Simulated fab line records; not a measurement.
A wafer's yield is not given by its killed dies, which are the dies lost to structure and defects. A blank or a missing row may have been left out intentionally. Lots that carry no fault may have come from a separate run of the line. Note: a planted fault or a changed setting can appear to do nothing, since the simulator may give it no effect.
Split-lot study	flow n5-finfet	21 wafers read across 7 lots, on a route 1938 steps long

SPLIT DETAILS
At N5_BEOL_M13_EXPOSE_07 (exposes mask V12), the setting dose-mj was moved away from the recipe's 24.8 on 9 of the 21 wafers read, by -6.3% to +7.2%. The other wafers ran this setting at the recipe's value.

FROM THE SPLIT TO THE READING: what the file shows between them, 11 steps
- N5_BEOL_M13_PEB_08: peb time 90 s
- N5_BEOL_M13_DEVELOP_09: develop time 45 s
- N5_BEOL_M13_HARDBAKE_14: time 120 s
- N5_BEOL_M13_CD_MEAS_10: target cd 190 nm
- N5_BEOL_M13_DESCUM_15: chemistry O2, time 7.9 s
- N5_BEOL_M13_ETCH_59: etches BARC in N2/H2, target depth 89 nm, overetch 26.7 nm, time 67.9 s
- N5_BEOL_M13_VIA_ETCH_16: etches SiOC in C4F8/O2/Ar, target depth 921.7 nm
- N5_BEOL_M13_STRIP_63: strips in N2/H2
- N5_BEOL_M13_STRIP_64: strips in N2/H2
- N5_BEOL_M13_STRIP_71: strips in post etch residue remover, time 60 s
- N5_BEOL_M13_SRD_72: time 30 s, dry time 30 s

THE READING
cd-nm at N5_BEOL_M13_CD_MEAS_17, given in nm (cd target 190 nm). A value of 191.0 nm with a standard deviation of 1.9 nm is what fault-free wafers of this fab line usually give.

wafer	tool, chamber at the split	dose-mj as run	against the recipe	cd-nm, nm	against lot-mates on the recipe
L080.1	krf-scanner-01, 0	23.28	-6.1%	183.9	-6.1
L080.2	krf-scanner-01, 0	24.8	recipe	189.0	-
L080.3	krf-scanner-01, 0	24.8	recipe	191.0	-
L082.2	krf-scanner-01, 0	24.8	recipe	193.4	-
L082.3	krf-scanner-01, 0	24.8	recipe	192.3	-
L082.6	krf-scanner-01, 0	24.8	recipe	191.5	-
L085.4	krf-scanner-01, 0	24.8	recipe	191.1	-
L085.5	krf-scanner-01, 0	23.23	-6.3%	184.1	-7.7
L085.6	krf-scanner-01, 0	24.8	recipe	192.4	-
L088.1	krf-scanner-01, 0	26.58	+7.2%	197.6	+7.0
L088.5	krf-scanner-01, 0	26.58	+7.2%	200.7	+10.1
L088.6	krf-scanner-01, 0	24.8	recipe	190.6	-
L094.1	krf-scanner-01, 0	25.71	+3.7%	192.2	no lot-mate on the recipe
L094.2	krf-scanner-01, 0	25.71	+3.7%	193.4	no lot-mate on the recipe
L094.5	krf-scanner-01, 0	25.71	+3.7%	194.5	no lot-mate on the recipe
L097.3	krf-scanner-02, 0	24.8	recipe	189.3	-
L097.4	krf-scanner-02, 0	26.01	+4.9%	198.8	+9.5
L097.6	krf-scanner-02, 0	26.01	+4.9%	195.7	+6.4
L096.3	krf-scanner-01, 0	24.8	recipe	185.9	-
L096.4	krf-scanner-01, 0	24.8	recipe	188.4	-
L096.5	krf-scanner-01, 0	24.8	recipe	188.0	-

FIT RESULTS
A straight line over all 21 wafers: cd-nm changes by +1.14 nm for each +1% of dose-mj; r = +0.90; the points scatter about the line by 2 nm.
The same after taking each lot's own level away (the mean of its wafers on the recipe; 18 wafers): +1.24 nm for each +1%; r = +0.96; scatter 1.3 nm.
On that fit, the largest move of dose-mj shifts the reading by 8.9 nm.
Measured against the standard deviation above, the lots' own levels, which go from 187.43 to 192.40 nm, span 2.6 times it.
Consequently the slope shifts little with the lot-to-lot level, the two slopes agreeing.
Check: +9.88 nm against its lot-mates is what the line predicts for one of the wafers moved furthest among these (+7.2%) when that wafer is left out of the fit. It came out at +7 nm against them.

ADDITIONAL SPLITS CARRIED BY THESE WAFERS
Before the reading, these wafers also passed through other splits. Each is held against what the fit with the lots' levels taken away leaves over:
other split on the same wafers	wafers away from the commonest value	r with cd-nm (lot level and that fit taken away)
N5_BEOL_M10_DESCUM_16 time-s	8	+0.07
N5_BEOL_M11_VIA_ETCH_34 time-s	5	+0.11
N5_BEOL_M11_ETCH_41 time-s	3	+0.10
N5_BEOL_M13_ILD_DEP_00 time-s	7	-0.03

THE WHOLE CHAIN: every reading that the file lists as answering this split, in the file's order
step	what it does	reading	change (the file's fit)	r (the file's)
N5_BEOL_M13_CD_MEAS_10	target cd 190 nm	cd-nm	+1.26 nm for each +1% of the setting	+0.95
N5_BEOL_M13_CD_MEAS_17	target cd 190 nm	cd-nm	+1.21 nm for each +1% of the setting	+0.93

FILE'S OWN FIT
cd-nm changes by +1.21 nm for each +1% of dose-mj, r = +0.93.
